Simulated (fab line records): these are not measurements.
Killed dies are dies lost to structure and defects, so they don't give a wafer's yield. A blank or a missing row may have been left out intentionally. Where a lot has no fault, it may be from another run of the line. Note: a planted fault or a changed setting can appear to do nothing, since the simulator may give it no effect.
A lot that was struck, set against a sound lot ; flow n5_finfet ; 15 steps out of a route of 1938
Sound: these wafers, L656.3, L656.5, L656.6. Struck: wafer L650.3; the same lot's L650.5 was not struck, so it is left out; see the end for the cause.
At each step with rows: each side's tool, then ch and its chambers, then its first start. Under that, the readings that differ: sound wafers ; struck wafers ; difference of the means ; sigmas: that difference in standard deviations of wafers without a fault.
alike: readings with means less than 2 such deviations apart, plus words and numbers identical on both sides. not compared: withheld readings, readings lacking a value on some wafer, bounds such as >300 that could conceal the same value, and numbers that have no deviation in the record and whose values overlap.
Wherever a step has rows on one side only, a row that says differs or no value, or a row with sigmas, the two part there. When numbers do not overlap yet have no deviation, they are printed without sigmas and do not part them. A reading missing from all wafers of one side parts the sides only when that side holds two or more wafers.

first, 7 steps without rows for these wafers: N5_BEOL_M11_COAT_60 (time 60 s, resist thk 30 nm); N5_BEOL_M11_COAT_05 (resist thk 90 nm); N5_BEOL_M11_EBR_07; N5_BEOL_M11_SOFTBAKE_06 (time 60 s); N5_BEOL_M11_EXPOSE_08 (exposes mask M11); N5_BEOL_M11_PEB_09 (peb time 60 s); N5_BEOL_M11_DEVELOP_10 (develop time 30 s).
N5_BEOL_M11_CD_MEAS_11 targets a cd of 64.1 nm.
  sound on cd_sem-01 ch 0, day 15 21:16; struck on cd_sem-02 ch 0, day 14 13:53
  alike: cd_nm
N5_BEOL_M11_OVL_MEAS_12:
  sound on overlay-01 ch 0, day 15 21:17; struck on overlay-02 ch 0, day 14 13:54
  alike: M11_OVL
N5_BEOL_M11_INSPECT_13: inspects for defects (brightfield).
  struck on defect_inspect-01, day 14 13:56; sound on defect_inspect-01, day 15 21:19
  alike: raw_defect_count
N5_BEOL_M11_DESCUM_16: chemistry O2, time 7.9 s.
  sound on rie_diel-02 ch 0,1, day 15 21:20; struck on rie_diel-04 ch 1, day 14 13:58
  alike: drypump_motor_current_A, oes_product_au, rf_vpp_V, showerhead_plenum_p_Torr, throttle_valve_pct
  not compared: rf_hours_counter_h
N5_BEOL_M11_ETCH_61: etches SiARC in CF4, target depth 39 nm, time 65 s.
  sound on rie_diel-02 ch 0,1, day 15 21:23; struck on rie_diel-04 ch 1, day 14 14:00
  alike: drypump_motor_current_A, etch_rf_on_time_s, oes_product_au, rf_vpp_V, showerhead_plenum_p_Torr, throttle_valve_pct
  not compared: rf_hours_counter_h
N5_BEOL_M11_ETCH_62: etches SOC in N2/H2, target depth 110 nm, overetch 22 nm, time 165 s.
  sound on rie_diel-02 ch 0,1, day 15 21:26; struck on rie_diel-04 ch 1, day 14 14:03
reading;sound;struck;difference;sigmas
model.SiARC_of_BEOL_M11_COAT_60.thk_nm (nm);23.4 23.4 23.6;24.8;+1.3;
  alike: drypump_motor_current_A, oes_product_au, rf_vpp_V, showerhead_plenum_p_Torr, throttle_valve_pct
  not compared: rf_hours_counter_h
then, 1 step without rows for these wafers: N5_BEOL_M11_STRIP_68 (strips in N2/H2).
-- the record jumps here: 2 days lie between the struck wafers' starts before and after (it left off in module BEOL_M11 and takes up again in module PASSIVATION, whose first step shown is number 1936 of the route) --
N5_PASSIVATION_PROBE_49:
  struck on prober-02, day 16 23:07; sound on prober-02, day 17 12:32
  alike: defect_limited_yield, killed_at_M0_to_M3, killed_at_M4_up, killed_at_contacts, killed_at_front_end, killed_at_other, killed_dies, killed_on_rim, killed_open, killed_short, sort_bin_5_function, sort_bin_6_memory, sort_bin_8_speed, sort_n_pass

== WHERE THEY PART ==
Nowhere in this record.

WHY: whatever the simulator had introduced
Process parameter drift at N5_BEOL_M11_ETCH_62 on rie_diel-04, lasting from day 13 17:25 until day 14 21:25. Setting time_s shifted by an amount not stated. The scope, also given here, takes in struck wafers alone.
